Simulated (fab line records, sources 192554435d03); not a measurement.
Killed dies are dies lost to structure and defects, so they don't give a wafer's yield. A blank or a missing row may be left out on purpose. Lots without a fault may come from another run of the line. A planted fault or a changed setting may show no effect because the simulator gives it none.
fab line records | flow n5_finfet
record lots=4 wafers=12 last_day=16
route steps=1938 shown BEOL_M4@1041 PASSIVATION@1936
lots that met no fault: from a run of the same line without faults
start_h: hours from the record's first day to the start of the lot's first wafer shown | wait_h: hours since the lot's step before | " the same as in the row above | L1.1+2: a row that stands for several wafers | - no value, or no start given | * or withheld: withheld | < > ~ a bound
route shown NAME@n: a module of which the file shows steps, and the number in the route of the first | usual: mean/standard deviation of fault-free wafers | same: alike in all rows | chamber/n: place in a boat | sites: the reading at each site | _std_site: their standard deviation | _edge_site: outer sites' mean less inner sites' | radius_mm: how far each site lies from the wafer's centre | mask NAME#n: copy n | behind: the tool/chamber that last shaped the wafer | hold: why the lot was held/for how many hours/how that ended | device: the transistor (n, p or np) that didn't switch | end of line: the same wafers' tests at the end of the route | a step without rows: its recipe alone | killed: dies lost to structure and defects at the first sort, not the wafer's yield | map: a wafer's dies, x killed, . not, _ none there
set.NAME: the setting as run; set.NAME@STEP: as run at that earlier step | model.NAME: the simulator's own value behind a step, which no gauge read
lots at some steps of the route; a table a step, a row a wafer
services: from which hour (start_h, from the record's first day; less than 0 if before it) a tool's chamber was out of use, for how many hours, and why
## steps
# step N5_BEOL_M4_STRIP_65
# recipe chemistry=N2/H2 temp_c=40 n2_flow_sccm=200 h2_flow_sccm=200 rf_frequency_hz=6e+07
# step N5_BEOL_M4_STRIP_75
# recipe chemistry=N2/H2 temp_c=40 n2_flow_sccm=200 h2_flow_sccm=200 rf_frequency_hz=6e+07
# step N5_BEOL_M4_STRIP_66
# recipe chemistry=CF4 resist=SiARC power_w=300 bias_power_w=75 pressure_mtorr=50 cf4_flow_sccm=150 rf_frequency_hz=6e+07
# step N5_BEOL_M4_HM_OPEN_17
# recipe chemistry=Cl2/BCl3 target_depth_a=200 overetch_a=60 target=TiN mask_material=SOC ion_energy_ev=150 pressure_mtorr=10 icp_w=1000 bias_w=126 Cl2_flow_sccm=53.25 bcl3_flow_sccm=21.75 Ar_flow_sccm=25
# step N5_BEOL_M4_STRIP_19
# recipe chemistry=O2 power_w=400 temp_c=40 pressure_mtorr=30 rf_frequency_hz=6e+07 bias_power_w=0 overash_fraction=0.2 o2_flow_sccm=225
# step N5_BEOL_M4_COAT_67
# recipe resist=SOC temp_c=250 time_s=60 spin_rpm=1500 resist_thk_nm=60
# step N5_BEOL_M4_COAT_68
# recipe resist=SiARC temp_c=220 time_s=60 spin_rpm=1500 resist_thk_nm=12
# step N5_BEOL_M4_COAT_76
# recipe resist=underlayer temp_c=205 time_s=60 spin_rpm=1500 resist_thk_nm=5
# step N5_BEOL_M4_COAT_22
# recipe resist=CAR-EUV spin_rpm=1500 resist_thk_nm=30
# step N5_BEOL_M4_EBR_24
# recipe solvent=PGMEA ebr_width_mm=1.5
# step N5_BEOL_M4_SOFTBAKE_23
# recipe temp_c=110 time_s=60 resist=CAR-EUV
# step N5_BEOL_M4_EXPOSE_25
# recipe mask_id=V3 na=0.33 source_shape=quasar sigma_inner=0.2 sigma_outer=0.8 polarization=unpolarized defocus_nm=5 dose_mj=63
# same dipole_opening_deg=30
# columns lot.wafer tool chamber start_h wait_h mask
L306.1+4+5 euv_scanner-02 0 159.26 - V3#0
L315.2+3+4 euv_scanner-02 0 209.33 - V3#0
L318.3+4+6 euv_scanner-02 0 230.67 - V3#0
L323.2+5+6 euv_scanner-01 0 267.32 - V3#0
# step N5_BEOL_M4_PEB_26
# recipe peb_temp_c=100 peb_time_s=60 resist=CAR-EUV
# step N5_BEOL_M4_DEVELOP_27
# recipe develop_time_s=30 developer=TMAH resist=CAR-EUV rinse_liquid=surfactant_rinse dry=air_spin dev_temp_c=23
# step N5_BEOL_M4_CD_MEAS_28
# recipe target_cd_nm=26.2 landing_energy_ev=500 detector=se_inlens target_cd_y_nm=24.1 polarity=opening
# usual cd_nm=26.35/0.25
# same landing_energy_ev=500
# columns lot.wafer tool chamber start_h wait_h cd_nm
L306.1 cd_sem-03 0 159.41 - 25.94
L306.4 " 0 " " 25.77
L306.5 " 0 " " 25.99
L315.2 cd_sem-01 0 209.47 - 23.21
L315.3 " 0 " " 24.05
L315.4 " 0 " " 23.67
L318.3 cd_sem-02 0 230.80 - 24.03
L318.4 " 0 " " 24.36
L318.6 " 0 " " 26.41
L323.2 cd_sem-03 0 267.46 - 26.36
L323.5 " 0 " " 26.46
L323.6 " 0 " " 26.55
# step N5_BEOL_M4_DESCUM_33
# recipe chemistry=O2 time_s=7 source_power_w=50 bias_power_w=20 pressure_mtorr=20 rf_frequency_hz=2.712e+07 temp_c=40 resist=CAR-EUV o2_flow_sccm=225
# step N5_BEOL_M4_ETCH_77
# recipe chemistry=N2/H2 target=underlayer target_depth_a=65 mask_material=CAR-EUV time_s=5.2 ion_energy_ev=200 pressure_mtorr=30 source_w=840 bias_w=150 n2_flow_sccm=200 h2_flow_sccm=200 ends=cleared
# step N5_BEOL_M4_ETCH_69
# recipe chemistry=CF4 target=SiARC target_depth_a=156 mask_material=CAR-EUV time_s=26 ion_energy_ev=80 pressure_mtorr=40 source_w=545 bias_w=36 Ar_flow_sccm=100 cf4_flow_sccm=100 ends=cleared
# step N5_BEOL_M4_ALD_98
# recipe material=SiO2 target_thk_a=25 temp_c=100 ald_precursor_family=BDEAS ald_co_reactant=O2-plasma pulse_time_s=1 co_reactant_pulse_time_s=1 purge_time_s=2 co_reactant_purge_time_s=2 ald_cycles=17 pressure_torr=2
# step N5_BEOL_M4_ETCHBACK_99
# recipe chemistry=CHF3 target=SiO2 target_depth_a=50 time_s=10.4 source_w=215 bias_w=47 Ar_flow_sccm=200 CHF3_flow_sccm=12 ion_energy_ev=100 pressure_mtorr=30
# step N5_BEOL_M4_ETCH_70
# recipe chemistry=N2/H2 target=SOC target_depth_a=800 overetch_a=240 mask_material=SiARC temp_c=40 time_s=130 ion_energy_ev=200 pressure_mtorr=30 source_w=840 bias_w=150 n2_flow_sccm=200 h2_flow_sccm=200
# step N5_BEOL_M4_STRIP_71
# recipe chemistry=N2/H2 temp_c=40 n2_flow_sccm=200 h2_flow_sccm=200 rf_frequency_hz=6e+07
# step N5_BEOL_M4_STRIP_78
# recipe chemistry=N2/H2 temp_c=40 n2_flow_sccm=200 h2_flow_sccm=200 rf_frequency_hz=6e+07
# step N5_BEOL_M4_VIA_ETCH_34
# recipe chemistry=C4F6/O2 target_depth_a=694 mask_material=SOC pressure_mtorr=15 ion_energy_ev=250 taper_deg=4 time_s=65.9 source_w=350 bias_w=170 Ar_flow_sccm=300 C4F6_flow_sccm=10 O2_flow_sccm=10
# step N5_BEOL_M4_STRIP_83
# recipe chemistry=C4F6/O2 resist=SiARC rf_frequency_hz=6e+07
# step N5_BEOL_M4_STRIP_36
# recipe chemistry=N2/H2 power_w=450 temp_c=40 pressure_mtorr=20 rf_frequency_hz=6e+07 overash_fraction=0.3 bias_power_w=7 h2_frac=0.5 n2_flow_sccm=200 h2_flow_sccm=200
# step N5_BEOL_M4_TRENCH_ETCH_37
# recipe chemistry=C4F6/O2 target_depth_a=555.55 target=SiOC time_s=29.2 ion_energy_ev=250 pressure_mtorr=30 source_w=355 bias_w=185 Ar_flow_sccm=300 C4F6_flow_sccm=10 O2_flow_sccm=10
# step N5_BEOL_M4_ETCH_41
# recipe chemistry=CH3F/O2 target=SiCN target_depth_a=299 taper_deg=2 time_s=52.5 ion_energy_ev=120 mask_material=TiN pressure_mtorr=30 source_w=395 bias_w=75 Ar_flow_sccm=150 CH3F_flow_sccm=30 O2_flow_sccm=20
# step N5_BEOL_M4_STRIP_97
# recipe chemistry=N2/H2 time_s=10 power_w=450 temp_c=40 pressure_mtorr=20 rf_frequency_hz=6e+07 bias_power_w=7 n2_flow_sccm=200 h2_flow_sccm=200
# step N5_BEOL_M4_HM_STRIP_39
# recipe chemistry=peroxide_tin_strip material=TiN target_depth_a=250 temp_c=50 time_s=158
# step N5_BEOL_M4_SRD_40
# recipe time_s=30 temp_c=23 rinse_liquid=diw dry=ipa_marangoni
# step N5_BEOL_M4_PRECLEAN_42
# recipe chemistry=residue_remover time_s=60 temp_c=40
# step N5_BEOL_M4_SRD_43
# recipe time_s=30 temp_c=23 rinse_liquid=diw dry=ipa_marangoni
# step N5_BEOL_M4_DEGAS_44
# recipe ambient=vacuum temp_c=250 time_s=60
# step N5_BEOL_M4_PRE_CLEAN_45
# recipe gas=H2/He time_s=30 temp_c=250
# step N5_BEOL_M4_ALD_84
# recipe material=TaN target_thk_a=* temp_c=275 ald_precursor_family=PDMAT ald_co_reactant=NH3 pressure_torr=3 carrier_flow_sccm=1500 pulse_time_s=2 purge_time_s=3 co_reactant_purge_time_s=2 co_reactant_pulse_time_s=3 ald_cycles=30 precursor_vessel_temp_c=75 precursor_vessel_pressure_torr=26.25 precursor_vessel_carrier_sccm=1000
# step N5_BEOL_M4_SURFACE_TREAT_85
# recipe gas=Ar time_s=* ion_energy_ev=* ion_current_ma_cm2=0.5 pressure_mtorr=* ar_flow_sccm=30
# step N5_BEOL_M4_RC_MEAS_101
# usual DIBL_N=36.0/1.7 DIBL_P=36.0/2 IOFF_N=0.156/0.028 IOFF_P=0.21/0.04 ION_N=673/12 ION_P=463/8.3 SS_N=71.4/0.6 SS_P=73.3/0.66 VT_N=250/3 VT_P=-250/3.8
# columns lot.wafer tool chamber start_h wait_h DIBL_N[mV/V] DIBL_P[mV/V] IOFF_N[nA/um] IOFF_P[nA/um] ION_N[uA/um] ION_P[uA/um] SS_N[mV/dec] SS_P[mV/dec] VT_N[mV] VT_P[mV]
L306.1 prober-01 0 165.37 0.0 36.6 36.3 0.169 0.20 665 462 72.6 73.6 248 -251
L306.4 " 0 " " 36.5 36.8 0.171 0.21 666 457 72.2 73.2 250 -249
L306.5 " 0 " " 35.7 35.4 0.155 0.19 682 461 71.5 73.3 250 -250
L318.6 prober-02 0 239.54 0.8 36.1 37.3 0.177 0.29 666 469 71.5 73.5 246 -244
L323.2 prober-02 0 274.30 0.2 36.8 36.6 0.163 0.23 694 475 71.6 72.9 247 -247
L323.5 " 0 " " 38.2 37.5 0.184 0.24 700 476 72.0 73.9 248 -245
L323.6 " 0 " " 38.3 37.1 0.164 0.23 673 463 72.0 73.0 250 -249
# step N5_PASSIVATION_PROBE_49
# usual defect_limited_yield=91.6/1.6 killed_at_M0_to_M3=31/10 killed_at_M4_up=14/6.3 killed_at_contacts=12/6.1 killed_at_front_end=39/12 killed_at_other=3.7/2.8 killed_dies=100/19 killed_on_rim=13/4.2 killed_open=66/14 killed_short=33/8.1 sort_bin_5_function=5.0/1.1 sort_bin_6_memory=3.2/0.66 sort_n_pass=1080/18 sort_yield_pct=91.6/1.6
# same gross_dies=1180 killed_at_back_side=0 sort_bin_4_leakage[%]=0 sort_bin_8_speed[%]=0
# columns lot.wafer tool chamber start_h wait_h defect_limited_yield[%] killed_at_M0_to_M3 killed_at_M4_up killed_at_contacts killed_at_front_end killed_at_other killed_dies killed_on_rim killed_open killed_short sort_bin_5_function[%] sort_bin_6_memory[%] sort_n_pass sort_yield_pct[%]
L306.1 prober-01 - 270.55 0.0 88.7 44 38 18 33 0 133 16 99 33 7.8 3.2 1047 88.7
L306.4 prober-01 - 270.70 0.2 90.4 43 19 6 41 4 113 20 73 40 6.4 2.7 1067 90.4
L306.5 prober-01 - 270.75 0.2 90.6 37 28 9 32 5 111 11 79 31 6.1 3.1 1069 90.6
L315.2 prober-02 - 334.38 0.1 0 17 1121 3 37 2 1180 152 43 29 3.6 2.3 0 0
L315.3 prober-02 - 334.43 0.1 0 29 1108 2 35 6 1180 152 49 31 3.2 3.6 0 0
L315.4 prober-02 - 334.48 0.2 0 22 1118 4 30 6 1180 152 51 22 3.2 2.8 0 0
L318.3 prober-02 - 339.11 0.1 0 36 1087 11 41 5 1180 152 64 41 5.9 2.6 0 0
L318.4 prober-02 - 339.16 0.2 0 33 1091 12 40 4 1180 152 53 44 4.1 3.6 0 0
L318.6 prober-02 - 339.26 0.3 92.1 27 18 3 42 3 93 9 57 36 3.7 3.8 1087 92.1
L323.2 prober-02 - 376.75 0.1 88.7 30 20 17 60 6 133 22 83 46 6.7 4.0 1047 88.7
L323.5 prober-02 - 376.90 0.2 91.9 22 14 13 43 3 95 14 64 29 4.6 3.1 1085 91.9
L323.6 prober-02 - 376.95 0.3 87.8 35 20 17 69 3 144 21 80 63 7.2 4.3 1036 87.8
# killed by level:class
L306.1 BEOL_M4:geometric_particle:open=23 MOL_CONTACT_COAG:geometric_particle:open=15 BEOL_M3:geometric_particle:open=15 STI_FIN_REVEAL:geometric_particle:open=9 FIN_SAQP:geometric_particle:open=7 FIN_SAQP:geometric_particle:short=7 BEOL_M0_SAQP:geometric_particle:open=6 BEOL_M5:geometric_particle:open=6
L306.4 FIN_SAQP:geometric_particle:open=13 BEOL_M1:geometric_particle:open=10 BEOL_M2:geometric_particle:open=9 FIN_SAQP:geometric_particle:short=8 BEOL_M0_SAQP:geometric_particle:short=8 BEOL_M4:geometric_particle:open=8 GATE_CUT:geometric_particle:short=7 BEOL_M3:geometric_particle:open=5
L306.5 BEOL_M3:geometric_particle:open=20 BEOL_M4:geometric_particle:open=19 FIN_SAQP:geometric_particle:open=7 MOL_CONTACT_COAG:geometric_particle:open=7 STI_FIN_REVEAL:geometric_particle:open=6 BEOL_M0_SAQP:geometric_particle:short=5 GATE_CUT:geometric_particle:open=4 BEOL_M1:geometric_particle:open=4
L315.2 BEOL_M4:area_expose=1108 STI_FIN_REVEAL:geometric_particle:open=8 FIN_SAQP:geometric_particle:open=7 FIN_SAQP:geometric_particle:short=6 BEOL_M4:geometric_particle:open=6 STARTING-WAFER:geometric_particle:short=5 STI_FIN_REVEAL:geometric_particle:short=4 DUMMY_GATE:geometric_particle:open=4
L315.3 BEOL_M4:area_expose=1097 FIN_SAQP:geometric_particle:open=13 BEOL_M2:geometric_particle:open=8 BEOL_M2:geometric_particle:short=6 BEOL_M0_SAQP:geometric_particle:open=5 FIN_SAQP:geometric_particle:short=4 STI_FIN_REVEAL:geometric_particle:short=4 BEOL_M4:geometric_particle:short=4
L315.4 BEOL_M4:area_expose=1106 FIN_SAQP:geometric_particle:open=10 FIN_SAQP:geometric_particle:short=8 BEOL_M1:geometric_particle:open=5 BEOL_M3:geometric_particle:open=5 BEOL_M0:geometric_particle:open=4 BEOL_M2:geometric_particle:open=4 BEOL_M7:geometric_particle:open=4
L318.3 BEOL_M4:area_expose=1075 GATE_CUT:geometric_particle:short=10 FIN_SAQP:geometric_particle:short=9 BEOL_M0_SAQP:geometric_particle:short=8 MOL_CONTACT_COAG:geometric_particle:open=8 BEOL_M2:geometric_particle:open=7 BEOL_M1:geometric_particle:open=6 BEOL_M3:geometric_particle:open=5
L318.4 BEOL_M4:area_expose=1083 MOL_CONTACT_COAG:geometric_particle:open=10 GATE_CUT:geometric_particle:short=9 BEOL_M0_SAQP:geometric_particle:short=8 FIN_SAQP:geometric_particle:short=7 FIN_SAQP:geometric_particle:open=5 BEOL_M0:geometric_particle:short=5 BEOL_M2:geometric_particle:open=5
L318.6 GATE_CUT:geometric_particle:short=11 BEOL_M2:geometric_particle:open=10 FIN_SAQP:geometric_particle:short=8 BEOL_M4:geometric_particle:open=7 GATE_CUT:geometric_particle:open=6 BEOL_M0_SAQP:geometric_particle:open=5 DUMMY_GATE:geometric_particle:open=4 BEOL_M1:geometric_particle:open=4
L323.2 FIN_SAQP:geometric_particle:short=15 FIN_SAQP:geometric_particle:open=15 BEOL_M4:geometric_particle:open=14 MOL_CONTACT_COAG:geometric_particle:open=13 BEOL_M0_SAQP:geometric_particle:short=8 BEOL_M2:geometric_particle:open=6 DUMMY_GATE:geometric_particle:open=6 BEOL_M0_SAQP:geometric_particle:open=6
L323.5 MOL_CONTACT_COAG:geometric_particle:open=13 FIN_SAQP:geometric_particle:open=10 BEOL_M2:geometric_particle:open=7 BEOL_M4:geometric_particle:open=7 STI_FIN_REVEAL:geometric_particle:short=5 GATE_CUT:geometric_particle:open=4 GATE_CUT:geometric_particle:short=4 BEOL_M1:geometric_particle:open=4
L323.6 FIN_SAQP:geometric_particle:short=23 FIN_SAQP:geometric_particle:open=21 BEOL_M4:geometric_particle:open=15 MOL_CONTACT_COAG:geometric_particle:open=13 BEOL_M0_SAQP:geometric_particle:short=12 ILD0:geometric_particle:open=7 BEOL_M0_SAQP:geometric_particle:open=7 BEOL_M2:geometric_particle:open=7
# map L315.2 (x killed, . not)
_________________xxxxxxxxxxxx________________
______________xxxxxxxxxxxxxxxxxx_____________
___________xxxxxxxxxxxxxxxxxxxxxxxx__________
__________xxxxxxxxxxxxxxxxxxxxxxxxxx_________
________xxxxxxxxxxxxxxxxxxxxxxxxxxxxxx_______
_______xxxxxxxxxxxxxxxxxxxxxxxxxxxxxxxx______
______xxxxxxxxxxxxxxxxxxxxxxxxxxxxxxxxxx_____
_____xxxxxxxxxxxxxxxxxxxxxxxxxxxxxxxxxxxx____
____xxxxxxxxxxxxxxxxxxxxxxxxxxxxxxxxxxxxxx___
___xxxxxxxxxxxxxxxxxxxxxxxxxxxxxxxxxxxxxxxx__
___xxxxxxxxxxxxxxxxxxxxxxxxxxxxxxxxxxxxxxxx__
__xxxxxxxxxxxxxxxxxxxxxxxxxxxxxxxxxxxxxxxxxx_
__xxxxxxxxxxxxxxxxxxxxxxxxxxxxxxxxxxxxxxxxxx_
_xxxxxxxxxxxxxxxxxxxxxxxxxxxxxxxxxxxxxxxxxxxx
_xxxxxxxxxxxxxxxxxxxxxxxxxxxxxxxxxxxxxxxxxxxx
_xxxxxxxxxxxxxxxxxxxxxxxxxxxxxxxxxxxxxxxxxxxx
_xxxxxxxxxxxxxxxxxxxxxxxxxxxxxxxxxxxxxxxxxxxx
_xxxxxxxxxxxxxxxxxxxxxxxxxxxxxxxxxxxxxxxxxxxx
_xxxxxxxxxxxxxxxxxxxxxxxxxxxxxxxxxxxxxxxxxxxx
_xxxxxxxxxxxxxxxxxxxxxxxxxxxxxxxxxxxxxxxxxxxx
_xxxxxxxxxxxxxxxxxxxxxxxxxxxxxxxxxxxxxxxxxxxx
__xxxxxxxxxxxxxxxxxxxxxxxxxxxxxxxxxxxxxxxxxx_
__xxxxxxxxxxxxxxxxxxxxxxxxxxxxxxxxxxxxxxxxxx_
___xxxxxxxxxxxxxxxxxxxxxxxxxxxxxxxxxxxxxxxx__
___xxxxxxxxxxxxxxxxxxxxxxxxxxxxxxxxxxxxxxxx__
____xxxxxxxxxxxxxxxxxxxxxxxxxxxxxxxxxxxxxx___
_____xxxxxxxxxxxxxxxxxxxxxxxxxxxxxxxxxxxx____
______xxxxxxxxxxxxxxxxxxxxxxxxxxxxxxxxxx_____
_______xxxxxxxxxxxxxxxxxxxxxxxxxxxxxxxx______
________xxxxxxxxxxxxxxxxxxxxxxxxxxxxxx_______
__________xxxxxxxxxxxxxxxxxxxxxxxxxx_________
___________xxxxxxxxxxxxxxxxxxxxxxxx__________
______________xxxxxxxxxxxxxxxxxx_____________
_________________xxxxxxxxxxxx________________
# map L318.3 (x killed, . not)
_________________xxxxxxxxxxxx________________
______________xxxxxxxxxxxxxxxxxx_____________
___________xxxxxxxxxxxxxxxxxxxxxxxx__________
__________xxxxxxxxxxxxxxxxxxxxxxxxxx_________
________xxxxxxxxxxxxxxxxxxxxxxxxxxxxxx_______
_______xxxxxxxxxxxxxxxxxxxxxxxxxxxxxxxx______
______xxxxxxxxxxxxxxxxxxxxxxxxxxxxxxxxxx_____
_____xxxxxxxxxxxxxxxxxxxxxxxxxxxxxxxxxxxx____
____xxxxxxxxxxxxxxxxxxxxxxxxxxxxxxxxxxxxxx___
___xxxxxxxxxxxxxxxxxxxxxxxxxxxxxxxxxxxxxxxx__
___xxxxxxxxxxxxxxxxxxxxxxxxxxxxxxxxxxxxxxxx__
__xxxxxxxxxxxxxxxxxxxxxxxxxxxxxxxxxxxxxxxxxx_
__xxxxxxxxxxxxxxxxxxxxxxxxxxxxxxxxxxxxxxxxxx_
_xxxxxxxxxxxxxxxxxxxxxxxxxxxxxxxxxxxxxxxxxxxx
_xxxxxxxxxxxxxxxxxxxxxxxxxxxxxxxxxxxxxxxxxxxx
_xxxxxxxxxxxxxxxxxxxxxxxxxxxxxxxxxxxxxxxxxxxx
_xxxxxxxxxxxxxxxxxxxxxxxxxxxxxxxxxxxxxxxxxxxx
_xxxxxxxxxxxxxxxxxxxxxxxxxxxxxxxxxxxxxxxxxxxx
_xxxxxxxxxxxxxxxxxxxxxxxxxxxxxxxxxxxxxxxxxxxx
_xxxxxxxxxxxxxxxxxxxxxxxxxxxxxxxxxxxxxxxxxxxx
_xxxxxxxxxxxxxxxxxxxxxxxxxxxxxxxxxxxxxxxxxxxx
__xxxxxxxxxxxxxxxxxxxxxxxxxxxxxxxxxxxxxxxxxx_
__xxxxxxxxxxxxxxxxxxxxxxxxxxxxxxxxxxxxxxxxxx_
___xxxxxxxxxxxxxxxxxxxxxxxxxxxxxxxxxxxxxxxx__
___xxxxxxxxxxxxxxxxxxxxxxxxxxxxxxxxxxxxxxxx__
____xxxxxxxxxxxxxxxxxxxxxxxxxxxxxxxxxxxxxx___
_____xxxxxxxxxxxxxxxxxxxxxxxxxxxxxxxxxxxx____
______xxxxxxxxxxxxxxxxxxxxxxxxxxxxxxxxxx_____
_______xxxxxxxxxxxxxxxxxxxxxxxxxxxxxxxx______
________xxxxxxxxxxxxxxxxxxxxxxxxxxxxxx_______
__________xxxxxxxxxxxxxxxxxxxxxxxxxx_________
___________xxxxxxxxxxxxxxxxxxxxxxxx__________
______________xxxxxxxxxxxxxxxxxx_____________
_________________xxxxxxxxxxxx________________
## services
# columns tool chamber start_h hours kind
euv_scanner-01 - 137.38 4.6 pm
euv_scanner-02 - 189.58 1.0 pm
euv_scanner-01 - 193.90 1.0 pm
euv_scanner-01 - 213.62 2.1 repair
euv_scanner-02 - 245.73 1.0 pm
euv_scanner-01 - 246.61 4.9 repair
euv_scanner-02 - 251.46 4.6 pm
euv_scanner-01 - 256.06 1.0 pm
euv_scanner-02 - 261.91 5.8 pm
## key
first_sign step=N5_BEOL_M4_CD_MEAS_28 reading=cd_nm direction=down sigmas=10 usual=26.35 struck=23.87
effect step=N5_PASSIVATION_PROBE_49 reading=killed_at_M4_up direction=up sigmas=99+ usual=14 struck=1105
more_kills_born_at N5_BEOL_M4_EXPOSE_25@euv_scanner-02=5469
met_at N5_BEOL_M4_EXPOSE_25
struck_wafers L315.2,L315.3,L315.4,L318.3,L318.4
later_rows_left_out L315.2,L315.3,L315.4,L318.3,L318.4
onset_between 159.26 209.33
fault kind=process_parameter_drift tool=euv_scanner-02 chamber=- onset_h=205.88 steps=N5_BEOL_M4_EXPOSE_25 channel=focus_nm offset=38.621 shape=step end_h=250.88 scope=struck_wafers_only
# later_rows_left_out: the simulator's readings of these wafers behind a module that went badly wrong aren't trusted and aren't shown, but for the sort
